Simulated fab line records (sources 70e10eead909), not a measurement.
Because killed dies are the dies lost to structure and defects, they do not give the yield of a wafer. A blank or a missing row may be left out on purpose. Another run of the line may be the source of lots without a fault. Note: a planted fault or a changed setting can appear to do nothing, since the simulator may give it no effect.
Which tool was responsible? | flow nand_harc | Sampling: 24 lots, 72 wafers, 6 of 1302 route steps

## WHAT THE GAUGES SHOWED, per wafer
NHARC_A_ONON_D1_THK_MEAS_02: measures by ellipsometry.
lot  | measured     | on            | thk_nm (nm)
L075 | day 8 09:13  | film_metro-01 | 997 997 997
L077 | day 8 23:57  | film_metro-02 | 1009 1009 1009
L076 | day 9 00:04  | film_metro-02 | 1009 1008 1008
L074 | day 9 00:19  | film_metro-02 | 991 989 990
L078 | day 9 08:44  | film_metro-02 | 992 991 990
L079 | day 9 18:43  | film_metro-01 | 1001 1000 1002
L080 | day 10 05:13 | film_metro-02 | 1008 1006 1007
L081 | day 10 16:45 | film_metro-02 | 977 976 977
L083 | day 11 07:12 | film_metro-02 | 986 986 986
L082 | day 11 07:13 | film_metro-01 | 1006 1005 1005
L085 | day 12 07:08 | film_metro-02 | 1000 999 1000
L084 | day 12 07:09 | film_metro-01 | 1008 1005 1007
L086 | day 12 16:37 | film_metro-02 | 1001 1003 1002
L087 | day 14 00:19 | film_metro-02 | 980 982 982
L088 | day 14 00:22 | film_metro-02 | 997 999 997
L089 | day 14 13:08 | film_metro-01 | 1000 1001 1002
L090 | day 14 13:09 | film_metro-02 | 1017 1017 1016
L091 | day 15 02:41 | film_metro-01 | 996 996 996
L093 | day 15 07:55 | film_metro-01 | 981 981 982
L092 | day 15 12:33 | film_metro-01 | 1001 1002 1004
L094 | day 15 21:42 | film_metro-02 | 995 996 993
L095 | day 16 13:54 | film_metro-01 | 996 995 995
L096 | day 16 21:10 | film_metro-01 | 1011 1007 1009
L097 | day 17 06:05 | film_metro-01 | 1018 1020 1019

NHARC_A_CHANNEL_HOLE_D1_CD_MEAS_30.
lot  | measured     | on        | cd_nm (nm)
L075 | day 9 13:01  | cd_sem-01 | 90.7 88.9 89.9
L077 | day 10 02:23 | cd_sem-01 | 90.7 89.7 88.7
L076 | day 10 04:09 | cd_sem-01 | 89.6 90.4 89.8
L074 | day 10 00:01 | cd_sem-02 | 91.3 90.9 91.9
L078 | day 10 11:16 | cd_sem-02 | 90.3 92.3 88.2
L079 | day 10 18:01 | cd_sem-01 | 90.0 87.7 89.1
L080 | day 11 03:40 | cd_sem-02 | 90.8 89.3 92.5
L081 | day 12 00:03 | cd_sem-03 | 91.3 90.1 91.8
L083 | day 12 07:26 | cd_sem-02 | 89.6 90.9 88.8
L082 | day 12 10:18 | cd_sem-02 | 89.9 90.5 91.1
L085 | day 13 08:22 | cd_sem-03 | 90.3 88.7 89.9
L084 | day 13 14:32 | cd_sem-03 | 89.3 87.6 89.4
L086 | day 13 16:50 | cd_sem-02 | 90.4 90.2 89.4
L087 | day 15 02:08 | cd_sem-01 | 88.8 90.0 88.9
L088 | day 15 01:15 | cd_sem-01 | 92.8 88.2 89.8
L089 | day 15 12:00 | cd_sem-02 | 89.0 89.7 90.0
L090 | day 15 11:41 | cd_sem-03 | 92.6 89.0 89.3
L091 | day 16 04:27 | cd_sem-03 | 93.4 90.6 90.2
L093 | day 16 10:10 | cd_sem-02 | 90.5 90.3 90.5
L092 | day 16 14:20 | cd_sem-03 | 89.8 93.1 91.3
L094 | day 17 00:33 | cd_sem-03 | 89.8 91.1 90.2
L095 | day 17 15:32 | cd_sem-02 | 91.0 90.2 90.1
L096 | day 17 23:00 | cd_sem-01 | 91.3 92.6 91.5
L097 | day 18 07:21 | cd_sem-02 | 91.0 90.8 90.6

## WHAT TOOL EACH LOT RAN ON (gives the tool, then ch and the chambers of the sampled wafers, and finally the start)
lot  | NHARC_A_CHANNEL_HOLE_D1_DESCUM_15  | NHARC_A_CHANNEL_HOLE_D1_ETCH_38    | NHARC_A_CHANNEL_HOLE_D1_ETCH_39               | NHARC_A_CHANNEL_HOLE_D1_ETCH_25
L075 | rie_diel-09 ch 1,2,3, day 9 02:08  | rie_diel-09 ch 0,2,3, day 9 02:13  | rie_diel-09 ch 0,1,3, day 9 09:23 or earlier  | har_etch-02 ch 1, day 9 09:23
L077 | rie_diel-02 ch 0,1,3, day 9 17:37  | rie_diel-02 ch 0,2,3, day 9 17:41  | rie_diel-02 ch 0,1,3, day 9 23:54 or earlier  | har_etch-01 ch 0,1, day 9 23:54
L076 | rie_diel-06 ch 1,2, day 9 17:45    | rie_diel-06 ch 0,1,3, day 9 17:50  | rie_diel-06 ch 0,1,3, day 10 01:41 or earlier | har_etch-02 ch 1, day 10 01:41
L074 | rie_diel-09 ch 0,1, day 9 17:20    | rie_diel-09 ch 0,1,3, day 9 17:26  | rie_diel-09 ch 0,3, day 9 21:40 or earlier    | har_etch-02 ch 0,1, day 9 21:40
L078 | rie_diel-09 ch 0,1, day 10 04:32   | rie_diel-09 ch 0,1,2, day 10 04:38 | rie_diel-09 ch 2,3, day 10 08:38 or earlier   | har_etch-01 ch 0, day 10 08:38
L079 | rie_diel-09 ch 1,2, day 10 11:19   | rie_diel-09 ch 1,3, day 10 11:24   | rie_diel-09 ch 0,2, day 10 15:32 or earlier   | har_etch-01 ch 0,1, day 10 15:32
L080 | rie_diel-02 ch 2,3, day 10 20:59   | rie_diel-02 ch 0,1,3, day 10 21:04 | rie_diel-02 ch 1,2,3, day 11 01:20 or earlier | har_etch-02 ch 0,1, day 11 01:20
L081 | rie_diel-09 ch 1,2,3, day 11 17:04 | rie_diel-09 ch 0,2,3, day 11 17:08 | rie_diel-09 ch 0,1,3, day 11 21:26 or earlier | har_etch-01 ch 0,1, day 11 21:26
L083 | rie_diel-09 ch 2,3, day 12 00:44   | rie_diel-09 ch 1,2, day 12 00:49   | rie_diel-09 ch 0,1,3, day 12 04:57 or earlier | har_etch-01 ch 0,1, day 12 04:57
L082 | rie_diel-02 ch 1,2,3, day 12 01:14 | rie_diel-02 ch 1,2, day 12 01:18   | rie_diel-02 ch 0,1, day 12 07:49 or earlier   | har_etch-02 ch 0,1, day 12 07:49
L085 | rie_diel-02 ch 0,1,3, day 13 01:41 | rie_diel-02 ch 1,2,3, day 13 01:45 | rie_diel-02 ch 0,1,2, day 13 06:02 or earlier | har_etch-01 ch 0,1, day 13 06:02
L084 | rie_diel-02 ch 0,1, day 13 02:47   | rie_diel-02 ch 1,3, day 13 02:53   | rie_diel-02 ch 0,2,3, day 13 11:55 or earlier | har_etch-02 ch 0,1, day 13 11:55
L086 | rie_diel-09 ch 1,3, day 13 10:08   | rie_diel-09 ch 0,2,3, day 13 10:13 | rie_diel-09 ch 0,3, day 13 14:22 or earlier   | har_etch-01 ch 1, day 13 14:22
L087 | rie_diel-06 ch 0,3, day 14 16:23   | rie_diel-06 ch 2,3, day 14 16:34   | rie_diel-06 ch 0,2,3, day 14 23:31 or earlier | har_etch-02 ch 0,1, day 14 23:31
L088 | rie_diel-06 ch 0,2,3, day 14 16:17 | rie_diel-06 ch 0,2,3, day 14 16:26 | rie_diel-06 ch 0,2,3, day 14 22:38 or earlier | har_etch-01 ch 0,1, day 14 22:38
L089 | rie_diel-02 ch 0,1,2, day 15 05:00 | rie_diel-02 ch 0,1, day 15 05:11   | rie_diel-02 ch 0,2, day 15 09:13 or earlier   | har_etch-02 ch 0,1, day 15 09:13
L090 | rie_diel-09 ch 0,1, day 15 04:45   | rie_diel-09 ch 0,1, day 15 04:52   | rie_diel-09 ch 0,3, day 15 09:04 or earlier   | har_etch-01 ch 0,1, day 15 09:04
L091 | rie_diel-09 ch 1,2, day 15 21:45   | rie_diel-09 ch 0,1,2, day 15 21:51 | rie_diel-09 ch 1,2,3, day 16 02:07 or earlier | har_etch-01 ch 0,1, day 16 02:07
L093 | rie_diel-09 ch 0,1,2, day 16 03:29 | rie_diel-09 ch 0,3, day 16 03:34   | rie_diel-09 ch 0,2, day 16 07:32 or earlier   | har_etch-02 ch 0,1, day 16 07:32
L092 | rie_diel-09 ch 0,2,3, day 16 05:36 | rie_diel-09 ch 0,1,2, day 16 05:41 | rie_diel-09 ch 1,2, day 16 11:52 or earlier   | har_etch-02 ch 0,1, day 16 11:52
L094 | rie_diel-02 ch 1,2, day 16 17:50   | rie_diel-02 ch 1,2,3, day 16 17:56 | rie_diel-02 ch 1,3, day 16 22:13 or earlier   | har_etch-01 ch 0,1, day 16 22:13
L095 | rie_diel-09 ch 0,2,3, day 17 05:42 | rie_diel-09 ch 0,1, day 17 05:46   | rie_diel-09 ch 0,1,2, day 17 13:12 or earlier | har_etch-02 ch 0,1, day 17 13:12
L096 | rie_diel-09 ch 1,3, day 17 16:11   | rie_diel-09 ch 1,3, day 17 16:16   | rie_diel-09 ch 0,1,3, day 17 20:32 or earlier | har_etch-01 ch 0,1, day 17 20:32
L097 | rie_diel-09 ch 0,1,2, day 18 00:13 | rie_diel-09 ch 0,2, day 18 00:19   | rie_diel-09 ch 0,1,2, day 18 04:43 or earlier | har_etch-01 ch 1, day 18 04:43
- NHARC_A_CHANNEL_HOLE_D1_DESCUM_15: chemistry O2, time 3 s.
- NHARC_A_CHANNEL_HOLE_D1_ETCH_38: etches the open film in CF4, target depth 39 nm, time 65 s.
- NHARC_A_CHANNEL_HOLE_D1_ETCH_39: etches the open film in N2/H2, target depth 260 nm, time 325 s.
- NHARC_A_CHANNEL_HOLE_D1_ETCH_25: etches the open film in C4F8/O2/Ar, time 1040.2 s, target depth 1500 nm.

## AS READ BY THE TOOLS THEMSELVES (means over the sampled wafers that have a number; for cases with no such wafer, the mark the record gives instead)
NHARC_A_CHANNEL_HOLE_D1_DESCUM_15.
lot  | tool        | drypump_motor_current_A (A) | oes_product_au (a.u.) | rf_vpp_V (V) | showerhead_plenum_p_Torr (Torr) | throttle_valve_pct (%)
L075 | rie_diel-09 | 6.3                         | 1.002                 | 57.9         | 1.93                            | 11.308
L077 | rie_diel-02 | 5.9                         | 1.004                 | 57.7         | 1.83                            | 11.304
L076 | rie_diel-06 | 6.1                         | 0.991                 | 57.8         | 1.90                            | 11.300
L074 | rie_diel-09 | 5.8                         | 1.004                 | 58.1         | 1.90                            | 11.317
L078 | rie_diel-09 | 5.9                         | 1.002                 | 57.9         | 1.95                            | 11.314
L079 | rie_diel-09 | 6.2                         | 1.011                 | 57.7         | 2.00                            | 11.307
L080 | rie_diel-02 | 6.1                         | 0.999                 | 57.2         | 1.85                            | 11.313
L081 | rie_diel-09 | 6.3                         | 1.012                 | 58.4         | 1.93                            | 11.315
L083 | rie_diel-09 | 6.4                         | 1.004                 | 57.0         | 1.93                            | 11.304
L082 | rie_diel-02 | 6.0                         | 1.002                 | 56.9         | 1.86                            | 11.314
L085 | rie_diel-02 | 5.9                         | 1.000                 | 57.7         | 1.82                            | 11.316
L084 | rie_diel-02 | 5.8                         | 1.009                 | 58.3         | 1.83                            | 11.310
L086 | rie_diel-09 | 6.1                         | 1.012                 | 57.7         | 1.92                            | 11.306
L087 | rie_diel-06 | 5.6                         | 0.998                 | 58.4         | 2.03                            | 11.305
L088 | rie_diel-06 | 5.7                         | 0.995                 | 58.2         | 1.95                            | 11.313
L089 | rie_diel-02 | 6.0                         | 1.005                 | 57.1         | 1.85                            | 11.315
L090 | rie_diel-09 | 5.9                         | 0.990                 | 58.6         | 1.90                            | 11.313
L091 | rie_diel-09 | 6.4                         | 0.986                 | 57.8         | 1.99                            | 11.309
L093 | rie_diel-09 | 6.1                         | 0.993                 | 57.4         | 1.94                            | 11.309
L092 | rie_diel-09 | 6.2                         | 1.003                 | 57.0         | 1.88                            | 11.314
L094 | rie_diel-02 | 6.0                         | 1.001                 | 57.4         | 1.90                            | 11.305
L095 | rie_diel-09 | 6.2                         | 1.002                 | 58.2         | 1.87                            | 11.315
L096 | rie_diel-09 | 6.2                         | 0.997                 | 57.5         | 1.86                            | 11.317
L097 | rie_diel-09 | 6.1                         | 0.997                 | 57.7         | 1.94                            | 11.317

NHARC_A_CHANNEL_HOLE_D1_ETCH_38.
lot  | tool        | drypump_motor_current_A (A) | oes_product_au (a.u.) | rf_vpp_V (V) | showerhead_plenum_p_Torr (Torr) | throttle_valve_pct (%)
L075 | rie_diel-09 | 6.2                         | 1.005                 | 151.0        | 1.74                            | 13.284
L077 | rie_diel-02 | 6.0                         | 1.000                 | 149.8        | 1.72                            | 13.276
L076 | rie_diel-06 | 5.6                         | 1.001                 | 151.0        | 1.76                            | 13.289
L074 | rie_diel-09 | 6.0                         | 0.995                 | 150.7        | 1.74                            | 13.289
L078 | rie_diel-09 | 6.1                         | 0.998                 | 151.9        | 1.80                            | 13.288
L079 | rie_diel-09 | 6.2                         | 1.010                 | 151.4        | 1.73                            | 13.285
L080 | rie_diel-02 | 5.9                         | 0.994                 | 149.9        | 1.69                            | 13.282
L081 | rie_diel-09 | 6.2                         | 1.009                 | 150.4        | 1.74                            | 13.279
L083 | rie_diel-09 | 6.2                         | 1.000                 | 152.3        | 1.84                            | 13.282
L082 | rie_diel-02 | 6.0                         | 1.003                 | 151.4        | 1.76                            | 13.284
L085 | rie_diel-02 | 6.0                         | 1.003                 | 151.1        | 1.73                            | 13.294
L084 | rie_diel-02 | 6.0                         | 0.998                 | 151.1        | 1.69                            | 13.272
L086 | rie_diel-09 | 6.2                         | 1.006                 | 150.9        | 1.74                            | 13.282
L087 | rie_diel-06 | 5.9                         | 1.000                 | 151.9        | 1.84                            | 13.287
L088 | rie_diel-06 | 5.7                         | 0.992                 | 151.6        | 1.80                            | 13.278
L089 | rie_diel-02 | 5.9                         | 1.003                 | 149.8        | 1.69                            | 13.281
L090 | rie_diel-09 | 5.9                         | 0.993                 | 151.9        | 1.80                            | 13.281
L091 | rie_diel-09 | 6.1                         | 0.996                 | 151.7        | 1.79                            | 13.287
L093 | rie_diel-09 | 5.9                         | 1.008                 | 149.0        | 1.70                            | 13.278
L092 | rie_diel-09 | 6.1                         | 0.992                 | 152.3        | 1.79                            | 13.292
L094 | rie_diel-02 | 6.0                         | 1.002                 | 150.7        | 1.72                            | 13.276
L095 | rie_diel-09 | 5.8                         | 0.995                 | 150.6        | 1.75                            | 13.275
L096 | rie_diel-09 | 6.1                         | 1.001                 | 150.8        | 1.78                            | 13.292
L097 | rie_diel-09 | 6.0                         | 0.992                 | 150.9        | 1.75                            | 13.282

NHARC_A_CHANNEL_HOLE_D1_ETCH_39.
lot  | tool        | drypump_motor_current_A (A) | oes_product_au (a.u.) | rf_vpp_V (V) | showerhead_plenum_p_Torr (Torr) | throttle_valve_pct (%)
L075 | rie_diel-09 | 6.0                         | 1.004                 | 429.1        | 2.00                            | 14.167
L077 | rie_diel-02 | 5.9                         | 0.997                 | 428.2        | 1.94                            | 14.180
L076 | rie_diel-06 | 5.6                         | 0.991                 | 430.5        | 2.02                            | 14.170
L074 | rie_diel-09 | 5.9                         | 0.999                 | 428.5        | 1.95                            | 14.174
L078 | rie_diel-09 | 6.4                         | 1.006                 | 429.4        | 1.98                            | 14.167
L079 | rie_diel-09 | 6.2                         | 1.003                 | 432.2        | 2.07                            | 14.172
L080 | rie_diel-02 | 6.0                         | 1.002                 | 429.8        | 1.99                            | 14.175
L081 | rie_diel-09 | 6.0                         | 1.004                 | 429.5        | 2.00                            | 14.175
L083 | rie_diel-09 | 6.0                         | 1.003                 | 430.4        | 2.00                            | 14.181
L082 | rie_diel-02 | 5.9                         | 0.999                 | 428.2        | 1.94                            | 14.164
L085 | rie_diel-02 | 6.0                         | 1.004                 | 428.8        | 1.99                            | 14.174
L084 | rie_diel-02 | 6.0                         | 0.996                 | 428.3        | 1.98                            | 14.166
L086 | rie_diel-09 | 6.1                         | 1.013                 | 427.7        | 1.93                            | 14.181
L087 | rie_diel-06 | 5.7                         | 0.997                 | 431.3        | 2.08                            | 14.161
L088 | rie_diel-06 | 5.7                         | 0.996                 | 430.9        | 2.08                            | 14.172
L089 | rie_diel-02 | 6.0                         | 1.006                 | 430.0        | 2.01                            | 14.168
L090 | rie_diel-09 | 5.9                         | 1.006                 | 428.1        | 1.95                            | 14.166
L091 | rie_diel-09 | 6.3                         | 0.990                 | 430.2        | 2.05                            | 14.168
L093 | rie_diel-09 | 6.0                         | 0.995                 | 430.6        | 2.01                            | 14.165
L092 | rie_diel-09 | 6.2                         | 0.991                 | 432.4        | 2.13                            | 14.178
L094 | rie_diel-02 | 6.0                         | 1.004                 | 428.1        | 1.93                            | 14.166
L095 | rie_diel-09 | 6.1                         | 0.993                 | 431.5        | 2.07                            | 14.175
L096 | rie_diel-09 | 6.0                         | 1.003                 | 429.2        | 2.00                            | 14.162
L097 | rie_diel-09 | 6.1                         | 0.990                 | 431.3        | 2.07                            | 14.169

NHARC_A_CHANNEL_HOLE_D1_ETCH_25.
lot  | tool        | drypump_motor_current_A (A) | showerhead_plenum_p_Torr (Torr) | throttle_valve_pct (%)
L075 | har_etch-02 | 4.9                         | 3.76                            | 32.233
L077 | har_etch-01 | 5.3                         | 3.62                            | 32.227
L076 | har_etch-02 | 4.9                         | 3.75                            | 32.230
L074 | har_etch-02 | 5.4                         | 3.76                            | 32.237
L078 | har_etch-01 | 5.9                         | 3.62                            | 32.245
L079 | har_etch-01 | 5.3                         | 3.61                            | 32.242
L080 | har_etch-02 | 5.4                         | 3.75                            | 32.239
L081 | har_etch-01 | 5.3                         | 3.60                            | 32.235
L083 | har_etch-01 | 5.2                         | 3.60                            | 32.230
L082 | har_etch-02 | 5.4                         | 3.74                            | 32.237
L085 | har_etch-01 | 5.3                         | 3.59                            | 32.234
L084 | har_etch-02 | 5.4                         | 3.73                            | 32.240
L086 | har_etch-01 | 4.9                         | 3.58                            | 32.242
L087 | har_etch-02 | 5.4                         | 3.72                            | 32.239
L088 | har_etch-01 | 5.3                         | 3.58                            | 32.237
L089 | har_etch-02 | 5.4                         | 3.71                            | 32.233
L090 | har_etch-01 | 5.3                         | 3.58                            | 32.233
L091 | har_etch-01 | 5.3                         | 3.57                            | 32.234
L093 | har_etch-02 | 5.4                         | 3.71                            | 32.239
L092 | har_etch-02 | 5.8                         | 3.71                            | 32.238
L094 | har_etch-01 | 5.3                         | 3.57                            | 32.241
L095 | har_etch-02 | 5.4                         | 3.70                            | 32.233
L096 | har_etch-01 | 5.6                         | 3.56                            | 32.237
L097 | har_etch-01 | 4.9                         | 3.54                            | 32.246

## THE ANSWER, worked out from the rows above alone
Rule: usual is defined by the lots themselves. Put in order of their means at a reading, lots are off if they are a third of the lots or fewer, leave a main group of 4 or more, and stand apart from it by a gap of 3 or more times the standard deviation of the main group's means; of several such gaps the widest counts. Not used: any main group whose means are identical at the precision the tables above print for the reading. A lot without any number at a reading at which 4 lots or more have one is off too. Where the step has rows for the other lots, those lots are counted as sound. First the gauges in route order, then the tools' own readings, where a lot's mean is used as printed above. At the first step where some lot is off, the reading lying furthest off is the one used; lots without a number count as furthest.
Across all readings shown, no lot is off: no conclusion can be drawn from this.

## WHAT THE SIMULATOR PUT IN
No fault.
